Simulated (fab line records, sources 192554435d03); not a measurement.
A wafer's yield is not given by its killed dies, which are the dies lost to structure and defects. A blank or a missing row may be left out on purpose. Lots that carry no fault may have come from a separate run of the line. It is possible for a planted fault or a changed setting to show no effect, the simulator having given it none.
2 desks, one fault -- flow n5 finfet -- each desk holds nothing but its own numbers, with what lay behind them at the end

## FROM THE METROLOGY DESK
What the gauges read for every lot (on any tool): the sampled wafers with a number, averaged. Marked OUT: a lot whose mean sits more than 4 standard deviations from the usual mean, which makes it out of limits; the brackets give that distance. Readings shown: 7 of its 12, picked as those furthest out on some lot.
Columns: A = DIBL_P at N5_BEOL_M4_RC_MEAS_101, usual 35.2 mV/V; B = IOFF_N at N5_BEOL_M4_RC_MEAS_101, usual 0.144 nA/um; C = ION_N at N5_BEOL_M4_RC_MEAS_101, usual 670 uA/um; D = ION_P at N5_BEOL_M4_RC_MEAS_101, usual 460 uA/um; E = SS_N at N5_BEOL_M4_RC_MEAS_101, usual 71.2 mV/dec; F = VT_N at N5_BEOL_M4_RC_MEAS_101, usual 251 mV; G = VT_P at N5_BEOL_M4_RC_MEAS_101, usual -251.4 mV
lot,first seen here,A,B,C,D,E,F,G
L474,day 2 15:00,35.6,0.109,660,457,71.0,257,-255.6
L479,day 3 20:13,33.8,0.128,666,463,70.9,251,-251.5
L480,day 4 02:07,35.3,0.139,670,459,71.0,252,-252.9
L484,day 5 03:35,32.9,0.127,655,450,71.2,254,-251.3
L486,day 5 14:05,35.8,0.153,674,458,71.6,250,-254.0
L490,day 6 14:35,33.7,0.127,666,463,70.7,252,-250.9
L491,day 6 22:04,36.7,0.171,667,460,72.0,248,-249.4
L492,day 7 01:40,32.4,0.123,679,468,70.9,252,-250.6
L494,day 7 14:46,35.3,0.137,660,455,71.0,251,-250.2
This desk found nothing out of limits on any of the 9 lots.

## THE DEFECT DESK
For each lot, the counts of the inspections along the route, averaged over the sampled wafers that have a number. Marked OUT: a lot whose mean sits more than 4 standard deviations from the usual mean, which makes it out of limits; the brackets give that distance.
Columns: A = raw defect count at N5_FIN_SAQP_INSPECT_40, usual 225; B = raw defect count at N5_FIN_CUT_INSPECT_10, usual 42
lot,first seen here,A,B
L474,day 2 15:02,177,37
L479,day 3 20:14,305,174 (+12) OUT
L480,day 4 02:09,196,36
L484,day 5 03:37,181,35
L486,day 5 14:07,243,43
L490,day 6 14:37,201,36
L491,day 6 22:06,230,42
L492,day 7 01:42,170,39
L494,day 7 14:47,334,54
This desk finds L479 out of limits, L479 being first, at day 3 20:38 (raw defect count at N5_FIN_CUT_INSPECT_10). In limits: L474, L480, L484, L486, L490, L491, L492, L494.

## ALL TOGETHER
The defect desk could have raised an alarm at day 3 20:38, on L479.
The metrology desk saw nothing out of limits.
The metrology desk has L479 on record, within its limits.
The lots listed all ran N5_FIN_SAQP_STRIP_23 on wet bench-03.

## WHAT HAD BEEN PUT IN BY THE SIMULATOR
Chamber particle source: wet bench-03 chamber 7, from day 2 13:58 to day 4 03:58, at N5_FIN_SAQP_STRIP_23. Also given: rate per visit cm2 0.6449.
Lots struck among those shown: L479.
Hours from the fault's start to each desk's first reading out of limits: the defect desk, 31.
